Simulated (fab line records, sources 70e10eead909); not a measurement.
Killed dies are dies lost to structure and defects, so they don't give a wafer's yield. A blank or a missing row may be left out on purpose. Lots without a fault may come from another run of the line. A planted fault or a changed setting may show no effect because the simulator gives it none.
Which tool did it? | flow nand_harc | 13 lots, 37 wafers sampled, at 6 steps of a route of 1302

WHAT THE GAUGES READ, wafer by wafer
NHARC_P_CONTACT_CD_MEAS_12: target cd 90 nm. Usual: cd_nm 89.7 nm, standard deviation 0.71.
lot  | measured     | on        | cd_nm (nm)     | flag
L180 | day 6 00:02  | cd_sem-01 | 90.8 90.1 90.8 |
L181 | day 6 03:06  | cd_sem-03 | 89.7 88.8 90.2 |
L184 | day 7 12:35  | cd_sem-03 | 89.6 89.3 90.2 |
L192 | day 10 23:49 | cd_sem-01 | 89.9 89.4      |
L193 | day 11 06:31 | cd_sem-01 | 89.3 90.1      |
L195 | day 12 00:13 | cd_sem-02 | 90.5 89.6 90.4 |
L196 | day 12 19:13 | cd_sem-01 | 90.1 91.4 90.7 |
L198 | day 13 07:12 | cd_sem-02 | 89.2 89.2 89.8 |
L199 | day 13 20:39 | cd_sem-03 | 90.5 89.4 90.0 |
L200 | day 14 12:41 | cd_sem-03 | 90.2 90.7 90.2 |
L201 | day 15 01:47 | cd_sem-02 | 89.8 90.0 88.8 |
L202 | day 15 04:39 | cd_sem-02 | 90.4 91.1 90.0 |
L203 | day 15 11:53 | cd_sem-02 | 89.0 89.1 88.8 |

NHARC_P_CONTACT_CD_MEAS_19. Usual: cd_nm 89.5 nm, standard deviation 1.5.
lot  | measured     | on        | cd_nm (nm)     | flag
L180 | day 6 01:06  | cd_sem-02 | 91.2 90.3 91.1 |
L181 | day 6 04:10  | cd_sem-02 | 90.5 88.4 89.2 |
L184 | day 7 13:38  | cd_sem-02 | 88.4 90.4 89.7 |
L192 | day 11 00:52 | cd_sem-02 | 89.6 89.4      |
L193 | day 11 07:34 | cd_sem-03 | 89.9 89.7      |
L195 | day 12 01:16 | cd_sem-02 | 92.1 89.4 90.3 |
L196 | day 12 20:16 | cd_sem-03 | 88.8 89.9 90.7 |
L198 | day 13 08:15 | cd_sem-03 | 88.7 87.2 88.6 |
L199 | day 13 21:43 | cd_sem-03 | 91.1 90.2 92.1 |
L200 | day 14 13:54 | cd_sem-01 | 91.7 92.6 89.5 |
L201 | day 15 02:59 | cd_sem-01 | 90.6 90.1 89.3 |
L202 | day 15 05:43 | cd_sem-01 | 88.9 91.0 91.6 |
L203 | day 15 12:57 | cd_sem-02 | 87.4 87.6 88.1 |

NHARC_P_M0_CD_MEAS_09: target cd 90 nm. Usual: cd_nm 89.7 nm, standard deviation 0.56.
lot  | measured     | on        | cd_nm (nm)     | flag
L180 | day 6 04:14  | cd_sem-01 | 91.0 90.6 90.4 |
L181 | day 6 07:16  | cd_sem-01 | 89.1 89.2 89.7 |
L184 | day 7 16:44  | cd_sem-02 | 90.2 89.2 89.6 |
L192 | day 11 03:52 | cd_sem-01 | 90.0 82.1      | OFF
L193 | day 11 10:49 | cd_sem-02 | 80.9 81.7      | OFF
L195 | day 12 04:22 | cd_sem-03 | 89.1 90.0 89.2 |
L196 | day 12 23:22 | cd_sem-01 | 90.3 90.8 90.2 |
L198 | day 13 11:22 | cd_sem-02 | 88.7 90.1 89.5 |
L199 | day 14 00:55 | cd_sem-02 | 89.9 90.2 90.2 |
L200 | day 14 17:01 | cd_sem-02 | 89.8 89.6 90.4 |
L201 | day 15 06:06 | cd_sem-02 | 89.6 88.8 88.8 |
L202 | day 15 08:50 | cd_sem-03 | 90.1 89.0 89.7 |
L203 | day 15 15:56 | cd_sem-01 | 89.8 89.5 88.9 |

NHARC_END_SORT_01. Usual: defect_limited_yield 90.9 %, standard deviation 2.8; killed_at_array 56, standard deviation 19; killed_at_other 1.0, standard deviation 1.3; killed_at_periphery 3.8, standard deviation 2.2; killed_dies 61, standard deviation 19; killed_open 3.1, standard deviation 1.9; killed_short 2.3, standard deviation 1.5.
lot  | measured     | on        | defect_limited_yield (%) | killed_at_array | killed_at_other | killed_at_periphery | killed_dies | killed_open | killed_short | flag
L184 | day 25 18:56 | prober-02 | 86.7 88.8 88.2           | 88 73 74        | 0 3 0           | 2 0 6               | 90 76 80    | 3 2 5       | 4 5 2        |
L192 | day 29 12:11 | prober-01 | 95.9 97.0                | 23 15           | 1 1             | 4 4                 | 28 20       | 2 4         | 2 2          |
L193 | day 30 06:13 | prober-02 | 88.2 89.4                | 75 67           | 0 4             | 5 1                 | 80 72       | 2 6         | 5 2          |
L200 | day 32 09:05 | prober-02 | 94.2 93.6 93.5           | 32 37 37        | 0 2 3           | 7 4 4               | 39 43 44    | 2 4 6       | 2 4 4        |

WHICH TOOL RAN EACH LOT (tool, then ch and the chambers of the sampled wafers, then the start)
lot  | NHARC_P_CONTACT_ETCH_35            | NHARC_P_M0_PEB_07
L180 | rie_diel-01 ch 1,3, day 6 00:19    | litho_track-04 ch 0, day 6 04:10
L181 | rie_diel-06 ch 0,2,3, day 6 03:23  | litho_track-01 ch 0, day 6 07:11
L184 | rie_diel-06 ch 0,1,2, day 7 12:51  | litho_track-06 ch 0, day 7 16:40
L192 | rie_diel-01 ch 0,1, day 11 00:06   | litho_track-04 ch 0, day 11 03:47
L193 | rie_diel-01 ch 1,3, day 11 06:47   | litho_track-04 ch 0, day 11 10:44
L195 | rie_diel-01 ch 1,2, day 12 00:29   | litho_track-06 ch 0, day 12 04:17
L196 | rie_diel-06 ch 0,2,3, day 12 19:29 | litho_track-01 ch 0, day 12 23:17
L198 | rie_diel-05 ch 1,2,3, day 13 07:29 | litho_track-01 ch 0, day 13 11:17
L199 | rie_diel-05 ch 0,2,3, day 13 20:55 | litho_track-01 ch 0, day 14 00:50
L200 | rie_diel-01 ch 0,2,3, day 14 12:59 | litho_track-06 ch 0, day 14 16:55
L201 | rie_diel-01 ch 0,3, day 15 02:05   | litho_track-06 ch 0, day 15 06:01
L202 | rie_diel-05 ch 1,2,3, day 15 04:56 | litho_track-04 ch 0, day 15 08:45
L203 | rie_diel-06 ch 0,1, day 15 12:10   | litho_track-04 ch 0, day 15 15:52
- NHARC_P_CONTACT_ETCH_35: etches the open film in CF4, target depth 39 nm, time 65 s.
- NHARC_P_M0_PEB_07: peb time 65 s.

WHAT THE TOOLS THEMSELVES READ (means of the sampled wafers that have a number; where no wafer has one, the mark that the record gives instead)
NHARC_P_CONTACT_ETCH_35. Usual: drypump_motor_current_A 5.6 A, standard deviation 0.43; oes_product_au 0.998 a.u., standard deviation 0.012; rf_fwd_power_W 297.3 W, standard deviation 1.2; rf_vpp_V 151.2 V, standard deviation 1.3; showerhead_plenum_p_Torr 1.77 Torr, standard deviation 0.083; throttle_valve_pct 13.285 %, standard deviation 0.0098.
lot  | tool        | drypump_motor_current_A (A) | oes_product_au (a.u.) | rf_fwd_power_W (W) | rf_vpp_V (V) | showerhead_plenum_p_Torr (Torr) | throttle_valve_pct (%) | flag
L180 | rie_diel-01 | 5.5                         | 1.003                 | 298.1              | 150.3        | 1.66                            | 13.282                 |
L181 | rie_diel-06 | 5.5                         | 0.993                 | 297.4              | 151.6        | 1.87                            | 13.275                 |
L184 | rie_diel-06 | 5.4                         | 0.984                 | 296.5              | 151.5        | 1.81                            | 13.295                 |
L192 | rie_diel-01 | 5.2                         | 1.006                 | 298.3              | 149.9        | 1.69                            | 13.290                 |
L193 | rie_diel-01 | 5.6                         | 0.995                 | 297.5              | 150.8        | 1.67                            | 13.282                 |
L195 | rie_diel-01 | 5.6                         | 1.005                 | 297.2              | 151.8        | 1.81                            | 13.297                 |
L196 | rie_diel-06 | 5.5                         | 0.982                 | 297.5              | 151.6        | 1.87                            | 13.285                 |
L198 | rie_diel-05 | 5.6                         | 1.000                 | 297.1              | 149.1        | 1.73                            | 13.290                 |
L199 | rie_diel-05 | 5.3                         | 0.999                 | 296.8              | 150.9        | 1.72                            | 13.292                 |
L200 | rie_diel-01 | 5.7                         | 1.009                 | 297.1              | 150.7        | 1.76                            | 13.282                 |
L201 | rie_diel-01 | 5.8                         | 1.008                 | 298.0              | 149.9        | 1.69                            | 13.284                 |
L202 | rie_diel-05 | 5.6                         | 0.993                 | 296.2              | 151.4        | 1.73                            | 13.283                 |
L203 | rie_diel-06 | 5.7                         | 0.991                 | 297.1              | 151.1        | 1.79                            | 13.281                 |

NHARC_P_M0_PEB_07. Usual: heater_power_total_W 156.6 W, standard deviation 0.4.
lot  | tool           | heater_power_total_W (W) | flag
L180 | litho_track-04 | 156.8                    |
L181 | litho_track-01 | 156.4                    |
L184 | litho_track-06 | 156.7                    |
L192 | litho_track-04 | 165.8                    | OFF
L193 | litho_track-04 | 175.7                    | OFF
L195 | litho_track-06 | 156.7                    |
L196 | litho_track-01 | 156.9                    |
L198 | litho_track-01 | 156.8                    |
L199 | litho_track-01 | 156.7                    |
L200 | litho_track-06 | 156.2                    |
L201 | litho_track-06 | 156.4                    |
L202 | litho_track-04 | 156.6                    |
L203 | litho_track-04 | 156.7                    |

THE ANSWER, worked out from the rows above alone
Rule: a lot is off if the mean of its wafers that have a number lies more than 3 standard deviations from the usual mean. A lot without any number at a reading at which 4 lots or more have one is off too. The other lots that the step has rows for count as sound. The gauges are gone through in route order, then the tools' own readings, and for those a lot's mean is taken as printed above. The first step at which some lot is off is used, and at that step the reading that is off furthest; a lot without a number counts as furthest.
Off: L192, L193, at NHARC_P_M0_CD_MEAS_09 (cd_nm).
A tool fits if, at a process step before that reading, it ran every lot that is off, and no sound lot after the first of them. The gauges at NHARC_P_M0_CD_MEAS_09 aren't tried: what is off there is off at NHARC_P_M0_PEB_07 too, on other tools, and a gauge's error can't cause that. None of those tried fits.

WHAT THE SIMULATOR HAD PUT IN
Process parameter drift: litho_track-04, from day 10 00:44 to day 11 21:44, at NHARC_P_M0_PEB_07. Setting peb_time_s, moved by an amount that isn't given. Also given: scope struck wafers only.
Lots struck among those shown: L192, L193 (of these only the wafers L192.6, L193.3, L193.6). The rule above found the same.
